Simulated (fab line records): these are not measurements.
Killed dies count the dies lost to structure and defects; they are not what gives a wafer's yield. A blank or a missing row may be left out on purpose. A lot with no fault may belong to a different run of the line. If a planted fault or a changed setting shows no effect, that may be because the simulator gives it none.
Which tool did it? || flow n5Finfet || Sampling: 24 lots, 72 wafers, 5 of 1938 route steps

## WHAT THE GAUGES READ, wafer by wafer
N5_BEOL_M11_INSPECT_58: inspects for defects (darkfield). Usual: rawDefectCount reads 73 (standard deviation 29).
{"lot": "L076", "measured": "day 12 07:35", "on": "defectInspect-02", "rawDefectCount": "103 116 65", "flag": ""}
{"lot": "L078", "measured": "day 12 20:32", "on": "defectInspect-02", "rawDefectCount": "37 79 39", "flag": ""}
{"lot": "L074", "measured": "day 13 01:12", "on": "defectInspect-01", "rawDefectCount": "108 57 50", "flag": ""}
{"lot": "L077", "measured": "day 13 05:13", "on": "defectInspect-01", "rawDefectCount": "72 56 81", "flag": ""}
{"lot": "L079", "measured": "day 13 08:09", "on": "defectInspect-02", "rawDefectCount": "57 105 79", "flag": ""}
{"lot": "L080", "measured": "day 13 08:19", "on": "defectInspect-01", "rawDefectCount": "84 63 53", "flag": ""}
{"lot": "L075", "measured": "day 13 14:11", "on": "defectInspect-02", "rawDefectCount": "121 87 117", "flag": ""}
{"lot": "L081", "measured": "day 14 01:47", "on": "defectInspect-01", "rawDefectCount": "142 59 107", "flag": ""}
{"lot": "L083", "measured": "day 14 08:08", "on": "defectInspect-01", "rawDefectCount": "48 88 57", "flag": ""}
{"lot": "L082", "measured": "day 14 16:26", "on": "defectInspect-02", "rawDefectCount": "54 43 70", "flag": ""}
{"lot": "L086", "measured": "day 15 09:31", "on": "defectInspect-02", "rawDefectCount": "103 96 163", "flag": ""}
{"lot": "L084", "measured": "day 15 15:46", "on": "defectInspect-01", "rawDefectCount": "45 44 50", "flag": ""}
{"lot": "L085", "measured": "day 15 20:00", "on": "defectInspect-02", "rawDefectCount": "80 90 125", "flag": ""}
{"lot": "L087", "measured": "day 15 19:44", "on": "defectInspect-02", "rawDefectCount": "97 76 66", "flag": ""}
{"lot": "L088", "measured": "day 16 12:43", "on": "defectInspect-01", "rawDefectCount": "111 69 105", "flag": ""}
{"lot": "L089", "measured": "day 16 13:01", "on": "defectInspect-02", "rawDefectCount": "77 78 60", "flag": ""}
{"lot": "L091", "measured": "day 16 13:35", "on": "defectInspect-02", "rawDefectCount": "82 41 83", "flag": ""}
{"lot": "L094", "measured": "day 16 16:02", "on": "defectInspect-02", "rawDefectCount": "52 54 40", "flag": ""}
{"lot": "L090", "measured": "day 16 20:07", "on": "defectInspect-02", "rawDefectCount": "86 73 58", "flag": ""}
{"lot": "L092", "measured": "day 17 01:49", "on": "defectInspect-02", "rawDefectCount": "70 78 53", "flag": ""}
{"lot": "L093", "measured": "day 17 07:04", "on": "defectInspect-01", "rawDefectCount": "80 62 43", "flag": ""}
{"lot": "L095", "measured": "day 18 11:29", "on": "defectInspect-01", "rawDefectCount": "78 77 81", "flag": ""}
{"lot": "L096", "measured": "day 18 12:28", "on": "defectInspect-01", "rawDefectCount": "37 53 37", "flag": ""}
{"lot": "L097", "measured": "day 19 08:24", "on": "defectInspect-02", "rawDefectCount": "65 68 74", "flag": ""}

N5_BEOL_M12_CD_MEAS_10: the cd target is 140 nm. Usual: cdNm reads 140.9 nm (standard deviation 1.6).
{"lot": "L076", "measured": "day 12 08:04", "on": "cdSem-03", "cdNm (nm)": "144.3 140.7 142.0", "flag": ""}
{"lot": "L078", "measured": "day 13 06:32", "on": "cdSem-02", "cdNm (nm)": "140.5 140.6 140.7", "flag": ""}
{"lot": "L074", "measured": "day 13 06:41", "on": "cdSem-02", "cdNm (nm)": "139.2 139.7 140.4", "flag": ""}
{"lot": "L077", "measured": "day 13 06:43", "on": "cdSem-03", "cdNm (nm)": "141.7 139.8 143.4", "flag": ""}
{"lot": "L079", "measured": "day 13 08:38", "on": "cdSem-02", "cdNm (nm)": "141.4 139.1 137.9", "flag": ""}
{"lot": "L080", "measured": "day 13 08:49", "on": "cdSem-01", "cdNm (nm)": "138.2 139.0 141.6", "flag": ""}
{"lot": "L075", "measured": "day 13 16:02", "on": "cdSem-03", "cdNm (nm)": "141.5 139.3 141.7", "flag": ""}
{"lot": "L081", "measured": "day 14 02:16", "on": "cdSem-03", "cdNm (nm)": "140.8 139.8 141.5", "flag": ""}
{"lot": "L083", "measured": "day 14 08:44", "on": "cdSem-03", "cdNm (nm)": "140.7 140.0 143.2", "flag": ""}
{"lot": "L082", "measured": "day 14 16:54", "on": "cdSem-02", "cdNm (nm)": "139.0 139.7 139.4", "flag": ""}
{"lot": "L086", "measured": "day 15 10:00", "on": "cdSem-03", "cdNm (nm)": "139.0 140.1 139.2", "flag": ""}
{"lot": "L084", "measured": "day 15 16:22", "on": "cdSem-03", "cdNm (nm)": "143.6 143.5 141.7", "flag": ""}
{"lot": "L085", "measured": "day 15 20:34", "on": "cdSem-02", "cdNm (nm)": "141.4 141.4 142.8", "flag": ""}
{"lot": "L087", "measured": "day 15 20:20", "on": "cdSem-01", "cdNm (nm)": "142.0 140.5 141.7", "flag": ""}
{"lot": "L088", "measured": "day 16 13:19", "on": "cdSem-03", "cdNm (nm)": "141.1 139.6 145.2", "flag": ""}
{"lot": "L089", "measured": "day 16 13:37", "on": "cdSem-01", "cdNm (nm)": "139.5 143.5 140.8", "flag": ""}
{"lot": "L091", "measured": "day 16 14:07", "on": "cdSem-02", "cdNm (nm)": "139.7 139.0 140.2", "flag": ""}
{"lot": "L094", "measured": "day 16 16:41", "on": "cdSem-01", "cdNm (nm)": "140.3 138.7 140.7", "flag": ""}
{"lot": "L090", "measured": "day 16 20:38", "on": "cdSem-03", "cdNm (nm)": "140.1 142.1 139.0", "flag": ""}
{"lot": "L092", "measured": "day 17 02:20", "on": "cdSem-03", "cdNm (nm)": "141.6 142.2 140.3", "flag": ""}
{"lot": "L093", "measured": "day 17 07:40", "on": "cdSem-03", "cdNm (nm)": "141.0 142.7 139.4", "flag": ""}
{"lot": "L095", "measured": "day 18 12:04", "on": "cdSem-02", "cdNm (nm)": "142.1 142.7 141.3", "flag": ""}
{"lot": "L096", "measured": "day 18 12:56", "on": "cdSem-01", "cdNm (nm)": "138.3 140.9 140.4", "flag": ""}
{"lot": "L097", "measured": "day 19 08:59", "on": "cdSem-02", "cdNm (nm)": "141.0 140.2 141.4", "flag": ""}

N5_BEOL_M12_CD_MEAS_28: the cd target is 160.2 nm. Usual: cdNm reads 160.3 nm (standard deviation 1.4).
{"lot": "L076", "measured": "day 12 08:58", "on": "cdSem-02", "cdNm (nm)": "160.9 158.8 161.5", "flag": ""}
{"lot": "L078", "measured": "day 13 07:34", "on": "cdSem-01", "cdNm (nm)": "159.4 160.7 160.5", "flag": ""}
{"lot": "L074", "measured": "day 13 07:40", "on": "cdSem-01", "cdNm (nm)": "160.9 160.9 159.9", "flag": ""}
{"lot": "L077", "measured": "day 13 07:42", "on": "cdSem-02", "cdNm (nm)": "160.9 162.4 162.1", "flag": ""}
{"lot": "L079", "measured": "day 13 10:04", "on": "cdSem-02", "cdNm (nm)": "157.7 160.8 159.5", "flag": ""}
{"lot": "L080", "measured": "day 13 10:06", "on": "cdSem-03", "cdNm (nm)": "159.2 158.3 157.6", "flag": ""}
{"lot": "L075", "measured": "day 13 17:06", "on": "cdSem-01", "cdNm (nm)": "160.7 161.3 159.7", "flag": ""}
{"lot": "L081", "measured": "day 14 03:17", "on": "cdSem-03", "cdNm (nm)": "158.6 160.6 162.1", "flag": ""}
{"lot": "L083", "measured": "day 14 09:46", "on": "cdSem-02", "cdNm (nm)": "158.8 159.1 156.7", "flag": ""}
{"lot": "L082", "measured": "day 14 17:49", "on": "cdSem-02", "cdNm (nm)": "163.3 161.8 159.8", "flag": ""}
{"lot": "L086", "measured": "day 15 11:16", "on": "cdSem-02", "cdNm (nm)": "159.6 157.7 161.2", "flag": ""}
{"lot": "L084", "measured": "day 15 17:24", "on": "cdSem-01", "cdNm (nm)": "161.1 160.7 160.5", "flag": ""}
{"lot": "L085", "measured": "day 15 21:41", "on": "cdSem-03", "cdNm (nm)": "160.0 159.7 159.8", "flag": ""}
{"lot": "L087", "measured": "day 15 21:14", "on": "cdSem-01", "cdNm (nm)": "160.7 161.6 160.9", "flag": ""}
{"lot": "L088", "measured": "day 16 14:21", "on": "cdSem-01", "cdNm (nm)": "159.7 160.2 161.5", "flag": ""}
{"lot": "L089", "measured": "day 16 14:37", "on": "cdSem-01", "cdNm (nm)": "161.1 160.4 159.8", "flag": ""}
{"lot": "L091", "measured": "day 16 15:09", "on": "cdSem-01", "cdNm (nm)": "159.0 159.9 158.5", "flag": ""}
{"lot": "L094", "measured": "day 16 17:39", "on": "cdSem-01", "cdNm (nm)": "159.8 158.8 160.3", "flag": ""}
{"lot": "L090", "measured": "day 16 21:39", "on": "cdSem-03", "cdNm (nm)": "161.6 159.6 160.2", "flag": ""}
{"lot": "L092", "measured": "day 17 03:15", "on": "cdSem-02", "cdNm (nm)": "159.5 160.8 158.0", "flag": ""}
{"lot": "L093", "measured": "day 17 08:34", "on": "cdSem-01", "cdNm (nm)": "161.2 160.6 158.9", "flag": ""}
{"lot": "L095", "measured": "day 18 13:13", "on": "cdSem-01", "cdNm (nm)": "160.5 162.2 159.5", "flag": ""}
{"lot": "L096", "measured": "day 18 13:51", "on": "cdSem-03", "cdNm (nm)": "161.9 161.9 161.1", "flag": ""}
{"lot": "L097", "measured": "day 19 09:56", "on": "cdSem-02", "cdNm (nm)": "162.6 161.9 160.3", "flag": ""}

## TOOL THAT RAN EACH LOT (tool first, then ch and the chambers of the sampled wafers, then the start)
{"lot": "L076", "N5_BEOL_M11_CURE_72": "uvCure-01 ch 0, day 12 04:56", "N5_BEOL_M11_SPUTTER_48": "pvdSputter-02, day 12 06:37"}
{"lot": "L078", "N5_BEOL_M11_CURE_72": "uvCure-01 ch 2, day 12 18:06", "N5_BEOL_M11_SPUTTER_48": "pvdSputter-03, day 12 19:23"}
{"lot": "L074", "N5_BEOL_M11_CURE_72": "uvCure-02 ch 1, day 12 22:36", "N5_BEOL_M11_SPUTTER_48": "pvdSputter-01, day 13 00:11"}
{"lot": "L077", "N5_BEOL_M11_CURE_72": "uvCure-02 ch 2, day 13 02:32", "N5_BEOL_M11_SPUTTER_48": "pvdSputter-02, day 13 04:14"}
{"lot": "L079", "N5_BEOL_M11_CURE_72": "uvCure-03 ch 1, day 13 05:04", "N5_BEOL_M11_SPUTTER_48": "pvdSputter-02, day 13 07:08"}
{"lot": "L080", "N5_BEOL_M11_CURE_72": "uvCure-01 ch 1, day 13 05:28", "N5_BEOL_M11_SPUTTER_48": "pvdSputter-02, day 13 07:19"}
{"lot": "L075", "N5_BEOL_M11_CURE_72": "uvCure-01 ch 2, day 13 12:04", "N5_BEOL_M11_SPUTTER_48": "pvdSputter-01, day 13 13:12"}
{"lot": "L081", "N5_BEOL_M11_CURE_72": "uvCure-02 ch 2, day 13 23:37", "N5_BEOL_M11_SPUTTER_48": "pvdSputter-02, day 14 00:49"}
{"lot": "L083", "N5_BEOL_M11_CURE_72": "uvCure-01 ch 0, day 14 05:45", "N5_BEOL_M11_SPUTTER_48": "pvdSputter-01, day 14 06:42"}
{"lot": "L082", "N5_BEOL_M11_CURE_72": "uvCure-03 ch 1, day 14 13:07", "N5_BEOL_M11_SPUTTER_48": "pvdSputter-03, day 14 15:18"}
{"lot": "L086", "N5_BEOL_M11_CURE_72": "uvCure-02 ch 0, day 15 06:21", "N5_BEOL_M11_SPUTTER_48": "pvdSputter-02, day 15 08:04"}
{"lot": "L084", "N5_BEOL_M11_CURE_72": "uvCure-03 ch 0, day 15 13:10", "N5_BEOL_M11_SPUTTER_48": "pvdSputter-01, day 15 14:21"}
{"lot": "L085", "N5_BEOL_M11_CURE_72": "uvCure-03 ch 1, day 15 17:23", "N5_BEOL_M11_SPUTTER_48": "pvdSputter-03, day 15 18:37"}
{"lot": "L087", "N5_BEOL_M11_CURE_72": "uvCure-02 ch 2, day 15 17:32", "N5_BEOL_M11_SPUTTER_48": "pvdSputter-02, day 15 18:22"}
{"lot": "L088", "N5_BEOL_M11_CURE_72": "uvCure-03 ch 2, day 16 10:01", "N5_BEOL_M11_SPUTTER_48": "pvdSputter-03, day 16 11:26"}
{"lot": "L089", "N5_BEOL_M11_CURE_72": "uvCure-03 ch 2, day 16 10:20", "N5_BEOL_M11_SPUTTER_48": "pvdSputter-01, day 16 11:39"}
{"lot": "L091", "N5_BEOL_M11_CURE_72": "uvCure-02 ch 1, day 16 11:34", "N5_BEOL_M11_SPUTTER_48": "pvdSputter-01, day 16 12:37"}
{"lot": "L094", "N5_BEOL_M11_CURE_72": "uvCure-01 ch 2, day 16 13:32", "N5_BEOL_M11_SPUTTER_48": "pvdSputter-01, day 16 15:04"}
{"lot": "L090", "N5_BEOL_M11_CURE_72": "uvCure-02 ch 1, day 16 16:53", "N5_BEOL_M11_SPUTTER_48": "pvdSputter-03, day 16 18:57"}
{"lot": "L092", "N5_BEOL_M11_CURE_72": "uvCure-03 ch 0, day 16 23:28", "N5_BEOL_M11_SPUTTER_48": "pvdSputter-03, day 17 00:47"}
{"lot": "L093", "N5_BEOL_M11_CURE_72": "uvCure-02 ch 0, day 17 04:15", "N5_BEOL_M11_SPUTTER_48": "pvdSputter-03, day 17 05:57"}
{"lot": "L095", "N5_BEOL_M11_CURE_72": "uvCure-02 ch 0, day 18 09:11", "N5_BEOL_M11_SPUTTER_48": "pvdSputter-03, day 18 10:31"}
{"lot": "L096", "N5_BEOL_M11_CURE_72": "uvCure-01 ch 1, day 18 09:33", "N5_BEOL_M11_SPUTTER_48": "pvdSputter-03, day 18 11:29"}
{"lot": "L097", "N5_BEOL_M11_CURE_72": "uvCure-01 ch 2, day 19 05:38", "N5_BEOL_M11_SPUTTER_48": "pvdSputter-02, day 19 07:23"}
- N5_BEOL_M11_CURE_72: cures SiCOH lowk, time 120 s.
- N5_BEOL_M11_SPUTTER_48: material Cu, target thk 12 nm, time 2 s.

## AS READ BY THE TOOLS THEMSELVES (means over the sampled wafers that have a number; for cases with no such wafer, the mark the record gives instead)
N5_BEOL_M11_CURE_72. Usual: lampPowerPct 52.31 %, standard deviation 0.055; wafer_temp_C_max 371.6, standard deviation 0.55.
{"lot": "L076", "tool": "uvCure-01", "lampPowerPct (%)": 52.32, "wafer_temp_C_max": 371.4, "flag": ""}
{"lot": "L078", "tool": "uvCure-01", "lampPowerPct (%)": 52.32, "wafer_temp_C_max": 371.2, "flag": ""}
{"lot": "L074", "tool": "uvCure-02", "lampPowerPct (%)": 52.36, "wafer_temp_C_max": 372.8, "flag": ""}
{"lot": "L077", "tool": "uvCure-02", "lampPowerPct (%)": 52.32, "wafer_temp_C_max": 371.4, "flag": ""}
{"lot": "L079", "tool": "uvCure-03", "lampPowerPct (%)": 52.33, "wafer_temp_C_max": 372.0, "flag": ""}
{"lot": "L080", "tool": "uvCure-01", "lampPowerPct (%)": 52.35, "wafer_temp_C_max": 371.4, "flag": ""}
{"lot": "L075", "tool": "uvCure-01", "lampPowerPct (%)": 52.25, "wafer_temp_C_max": 371.2, "flag": ""}
{"lot": "L081", "tool": "uvCure-02", "lampPowerPct (%)": 52.30, "wafer_temp_C_max": 371.6, "flag": ""}
{"lot": "L083", "tool": "uvCure-01", "lampPowerPct (%)": 52.26, "wafer_temp_C_max": 371.3, "flag": ""}
{"lot": "L082", "tool": "uvCure-03", "lampPowerPct (%)": 52.35, "wafer_temp_C_max": 372.3, "flag": ""}
{"lot": "L086", "tool": "uvCure-02", "lampPowerPct (%)": 52.33, "wafer_temp_C_max": 371.4, "flag": ""}
{"lot": "L084", "tool": "uvCure-03", "lampPowerPct (%)": 52.37, "wafer_temp_C_max": 371.8, "flag": ""}
{"lot": "L085", "tool": "uvCure-03", "lampPowerPct (%)": 52.30, "wafer_temp_C_max": 371.6, "flag": ""}
{"lot": "L087", "tool": "uvCure-02", "lampPowerPct (%)": 52.23, "wafer_temp_C_max": 371.2, "flag": ""}
{"lot": "L088", "tool": "uvCure-03", "lampPowerPct (%)": 52.27, "wafer_temp_C_max": 371.4, "flag": ""}
{"lot": "L089", "tool": "uvCure-03", "lampPowerPct (%)": 52.32, "wafer_temp_C_max": 371.6, "flag": ""}
{"lot": "L091", "tool": "uvCure-02", "lampPowerPct (%)": 52.31, "wafer_temp_C_max": 372.7, "flag": ""}
{"lot": "L094", "tool": "uvCure-01", "lampPowerPct (%)": 52.32, "wafer_temp_C_max": 371.4, "flag": ""}
{"lot": "L090", "tool": "uvCure-02", "lampPowerPct (%)": 52.33, "wafer_temp_C_max": 372.4, "flag": ""}
{"lot": "L092", "tool": "uvCure-03", "lampPowerPct (%)": 52.32, "wafer_temp_C_max": 372.0, "flag": ""}
{"lot": "L093", "tool": "uvCure-02", "lampPowerPct (%)": 52.30, "wafer_temp_C_max": 371.3, "flag": ""}
{"lot": "L095", "tool": "uvCure-02", "lampPowerPct (%)": 52.31, "wafer_temp_C_max": 371.8, "flag": ""}
{"lot": "L096", "tool": "uvCure-01", "lampPowerPct (%)": 52.32, "wafer_temp_C_max": 371.3, "flag": ""}
{"lot": "L097", "tool": "uvCure-01", "lampPowerPct (%)": 52.32, "wafer_temp_C_max": 370.9, "flag": ""}

N5_BEOL_M11_SPUTTER_48. Usual: throttleValvePct reads 29.7 % (standard deviation 0.91).
{"lot": "L076", "tool": "pvdSputter-02", "throttleValvePct (%)": 29.1, "flag": ""}
{"lot": "L078", "tool": "pvdSputter-03", "throttleValvePct (%)": 29.7, "flag": ""}
{"lot": "L074", "tool": "pvdSputter-01", "throttleValvePct (%)": 30.1, "flag": ""}
{"lot": "L077", "tool": "pvdSputter-02", "throttleValvePct (%)": 29.8, "flag": ""}
{"lot": "L079", "tool": "pvdSputter-02", "throttleValvePct (%)": 29.2, "flag": ""}
{"lot": "L080", "tool": "pvdSputter-02", "throttleValvePct (%)": 29.3, "flag": ""}
{"lot": "L075", "tool": "pvdSputter-01", "throttleValvePct (%)": 30.8, "flag": ""}
{"lot": "L081", "tool": "pvdSputter-02", "throttleValvePct (%)": 29.7, "flag": ""}
{"lot": "L083", "tool": "pvdSputter-01", "throttleValvePct (%)": 30.5, "flag": ""}
{"lot": "L082", "tool": "pvdSputter-03", "throttleValvePct (%)": 30.0, "flag": ""}
{"lot": "L086", "tool": "pvdSputter-02", "throttleValvePct (%)": 29.3, "flag": ""}
{"lot": "L084", "tool": "pvdSputter-01", "throttleValvePct (%)": 29.9, "flag": ""}
{"lot": "L085", "tool": "pvdSputter-03", "throttleValvePct (%)": 30.0, "flag": ""}
{"lot": "L087", "tool": "pvdSputter-02", "throttleValvePct (%)": 29.4, "flag": ""}
{"lot": "L088", "tool": "pvdSputter-03", "throttleValvePct (%)": 30.5, "flag": ""}
{"lot": "L089", "tool": "pvdSputter-01", "throttleValvePct (%)": 30.1, "flag": ""}
{"lot": "L091", "tool": "pvdSputter-01", "throttleValvePct (%)": 29.2, "flag": ""}
{"lot": "L094", "tool": "pvdSputter-01", "throttleValvePct (%)": 29.8, "flag": ""}
{"lot": "L090", "tool": "pvdSputter-03", "throttleValvePct (%)": 30.9, "flag": ""}
{"lot": "L092", "tool": "pvdSputter-03", "throttleValvePct (%)": 30.1, "flag": ""}
{"lot": "L093", "tool": "pvdSputter-03", "throttleValvePct (%)": 30.6, "flag": ""}
{"lot": "L095", "tool": "pvdSputter-03", "throttleValvePct (%)": 30.0, "flag": ""}
{"lot": "L096", "tool": "pvdSputter-03", "throttleValvePct (%)": 29.6, "flag": ""}
{"lot": "L097", "tool": "pvdSputter-02", "throttleValvePct (%)": 28.7, "flag": ""}

## THE ANSWER, worked out from the rows above alone
Rule: a lot counts as off when the mean over its wafers that have a number is more than 3 standard deviations away from the usual mean. A lot without any number at a reading at which 4 lots or more have one is off too. All remaining lots with rows at the step are treated as sound. After the gauges, taken in route order, come the tools' own readings; for these a lot's mean is taken, as printed above. At the first step where some lot is off, the reading lying furthest off is the one used; lots without a number count as furthest.
No lot is off at any reading shown: from this, nothing can be told.

## WHAT THE SIMULATOR HAD INSERTED
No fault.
